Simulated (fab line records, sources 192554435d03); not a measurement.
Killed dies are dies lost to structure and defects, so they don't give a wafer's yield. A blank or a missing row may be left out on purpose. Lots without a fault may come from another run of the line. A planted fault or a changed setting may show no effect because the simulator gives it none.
Chamber matching | flow n5_finfet | N5_SD_EPI_P_DESCUM_14 on rie_diel-03: 4 sister chambers
The step chemistry O2, time 7.9 s. 22 wafers are shown with their chamber, then 11 later ones without.

WAFERS WITH THEIR CHAMBER
wafer  | chamber | showerhead_plenum_p_Torr (Torr) | throttle_valve_pct (%) | drypump_motor_current_A (A)
L074.2 | 1       | 2.09                            | 20.67                  | 5.7
L074.5 | 3       | 2.19                            | 20.53                  | 5.5
L074.6 | 0       | 2.20                            | 20.32                  | 5.9
L079.3 | 2       | 2.00                            | 20.49                  | 5.7
L079.5 | 0       | 2.20                            | 20.36                  | 5.9
L079.6 | 1       | 2.09                            | 20.69                  | 5.8
L081.1 | 2       | 2.00                            | 20.50                  | 5.6
L081.3 | 1       | 2.09                            | 20.69                  | 5.7
L081.6 | 1       | 2.09                            | 20.70                  | 5.7
L082.1 | 2       | 2.00                            | 20.51                  | 5.7
L082.3 | 3       | 2.18                            | 20.55                  | 5.5
L082.4 | 1       | 2.09                            | 20.68                  | 5.7
L083.1 | 0       | 2.20                            | 20.35                  | 5.9
L083.4 | 3       | 2.18                            | 20.55                  | 5.5
L083.6 | 3       | 2.18                            | 20.56                  | 5.5
L084.1 | 2       | 2.00                            | 20.49                  | 5.7
L084.2 | 0       | 2.20                            | 20.36                  | 5.9
L084.4 | 1       | 2.09                            | 20.70                  | 5.7
L085.2 | 1       | 2.08                            | 20.71                  | 5.7
L085.3 | 2       | 2.00                            | 20.49                  | 5.7
L085.6 | 1       | 2.08                            | 20.69                  | 5.7
L087.2 | 2       | 2.00                            | 20.50                  | 5.7

SIGNATURES (means of the wafers above)
reading                  | chamber 0 | chamber 1 | chamber 2 | chamber 3 | scatter within a chamber
showerhead_plenum_p_Torr | 2.2000    | 2.0875    | 2.0000    | 2.1825    | 0.00354
throttle_valve_pct       | 20.3475   | 20.6913   | 20.4967   | 20.5475   | 0.0128
drypump_motor_current_A  | 5.900     | 5.713     | 5.683     | 5.500     | 0.0308
Rule: a wafer's distance from a chamber is the root of the sum, over the readings, of the square of ((its reading less the chamber's mean) divided by the reading's scatter). The wafer belongs to the nearest chamber; if the next one is less than 2 further off, it can't be placed. The scatter: the root of (the sum of the squares of (reading less its chamber's mean) over the shown wafers, divided by (wafers less chambers)).

WAFERS WITHOUT THEIR CHAMBER
wafer  | showerhead_plenum_p_Torr (Torr) | throttle_valve_pct (%) | drypump_motor_current_A (A)
L087.3 | 2.19                            | 20.37                  | 5.9
L087.5 | 2.08                            | 20.70                  | 5.7
L090.1 | 1.99                            | 20.52                  | 5.7
L090.4 | 2.08                            | 20.71                  | 5.8
L090.5 | 2.18                            | 20.58                  | 5.5
L092.1 | 2.08                            | 20.73                  | 5.8
L092.2 | 1.99                            | 20.54                  | 5.7
L092.5 | 2.08                            | 20.72                  | 5.8
L093.1 | 2.19                            | 20.41                  | 5.9
L093.3 | 1.99                            | 20.54                  | 5.7
L093.5 | 2.08                            | 20.72                  | 5.7

WHICH CHAMBER EACH WENT THROUGH
wafer  | from the rows above | in truth
L087.3 | 0                   | 0
L087.5 | 1                   | 1
L090.1 | 2                   | 2
L090.4 | 1                   | 1
L090.5 | 3                   | 3
L092.1 | 1                   | 1
L092.2 | 2                   | 2
L092.5 | 1                   | 1
L093.1 | 0                   | 0
L093.3 | 2                   | 2
L093.5 | 1                   | 1
Placed correctly: 11 of 11. Can't be placed from these rows: 0. Placed wrongly: 0.
